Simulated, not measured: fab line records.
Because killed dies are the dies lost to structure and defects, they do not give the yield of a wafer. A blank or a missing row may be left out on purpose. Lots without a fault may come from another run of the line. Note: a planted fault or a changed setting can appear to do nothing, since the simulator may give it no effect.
Which tool is to blame? || flow n5-finfet || 32 wafers from 11 lots sampled at 2 of the route's 1938 steps

WHAT EACH GAUGE READ, for each wafer
N5_BEOL_M10_CD_MEAS_11: the cd target is 64.1 nm.
{"lot": "L754", "measured": "day 9 18:24", "on": "cd-sem-03", "cd-nm (nm)": "63.7 63.9 64.0"}
{"lot": "L756", "measured": "day 10 03:50", "on": "cd-sem-03", "cd-nm (nm)": "64.8 64.5 63.7"}
{"lot": "L757", "measured": "day 10 19:25", "on": "cd-sem-01", "cd-nm (nm)": "64.4 64.9 64.4"}
{"lot": "L759", "measured": "day 11 05:21", "on": "cd-sem-02", "cd-nm (nm)": "64.0 64.3 64.3"}
{"lot": "L762", "measured": "day 12 09:51", "on": "cd-sem-03", "cd-nm (nm)": "63.9 64.4 64.7"}
{"lot": "L763", "measured": "day 12 23:13", "on": "cd-sem-03", "cd-nm (nm)": "63.5 64.4 64.2"}
{"lot": "L764", "measured": "day 13 05:55", "on": "cd-sem-02", "cd-nm (nm)": "63.3 63.3 63.7"}
{"lot": "L765", "measured": "day 14 00:49", "on": "cd-sem-02", "cd-nm (nm)": "65.3 64.4 64.1"}
{"lot": "L766", "measured": "day 14 01:13", "on": "cd-sem-01", "cd-nm (nm)": "63.7 65.1 63.7"}
{"lot": "L774", "measured": "day 15 06:48", "on": "cd-sem-01", "cd-nm (nm)": "63.9 64.1"}
{"lot": "L777", "measured": "day 16 23:18", "on": "cd-sem-02", "cd-nm (nm)": "64.4 64.1 64.0"}

WHICH TOOL RAN EACH LOT (tool, then ch and the chambers of the sampled wafers, then the start)
{"lot": "L754", "N5_BEOL_M10_CURE_71": "uv-cure-03 ch 0, day 9 17:05"}
{"lot": "L756", "N5_BEOL_M10_CURE_71": "uv-cure-01 ch 0, day 10 02:20"}
{"lot": "L757", "N5_BEOL_M10_CURE_71": "uv-cure-01 ch 2, day 10 18:24"}
{"lot": "L759", "N5_BEOL_M10_CURE_71": "uv-cure-02 ch 2, day 11 03:52"}
{"lot": "L762", "N5_BEOL_M10_CURE_71": "uv-cure-03 ch 2, day 12 05:10"}
{"lot": "L763", "N5_BEOL_M10_CURE_71": "uv-cure-03 ch 1, day 12 20:48"}
{"lot": "L764", "N5_BEOL_M10_CURE_71": "uv-cure-03 ch 1, day 13 02:05"}
{"lot": "L765", "N5_BEOL_M10_CURE_71": "uv-cure-01 ch 2, day 13 22:40"}
{"lot": "L766", "N5_BEOL_M10_CURE_71": "uv-cure-01 ch 0, day 13 23:47"}
{"lot": "L774", "N5_BEOL_M10_CURE_71": "uv-cure-02 ch 2, day 15 04:30"}
{"lot": "L777", "N5_BEOL_M10_CURE_71": "uv-cure-01 ch 1, day 16 18:44"}
- N5_BEOL_M10_CURE_71: cures SiCOH lowk, time 240 s.

THE ANSWER, worked out from the rows above alone
Rule: the usual values come from the lots themselves. The widest of any qualifying gaps counts: lots, ordered by their means at a reading, are off when they make up no more than a third of the lots, leave a main group of 4 or more, and stand apart from it by 3 or more times the standard deviation of that group's means. A main group is skipped when, at the precision printed for the reading in the tables above, its means are all equal. A lot without any number at a reading at which 4 lots or more have one is off too. Any other lot the step has rows for is counted as sound.
Across all readings shown, no lot is off: no conclusion can be drawn from this.

WHAT THE SIMULATOR HAD PUT IN
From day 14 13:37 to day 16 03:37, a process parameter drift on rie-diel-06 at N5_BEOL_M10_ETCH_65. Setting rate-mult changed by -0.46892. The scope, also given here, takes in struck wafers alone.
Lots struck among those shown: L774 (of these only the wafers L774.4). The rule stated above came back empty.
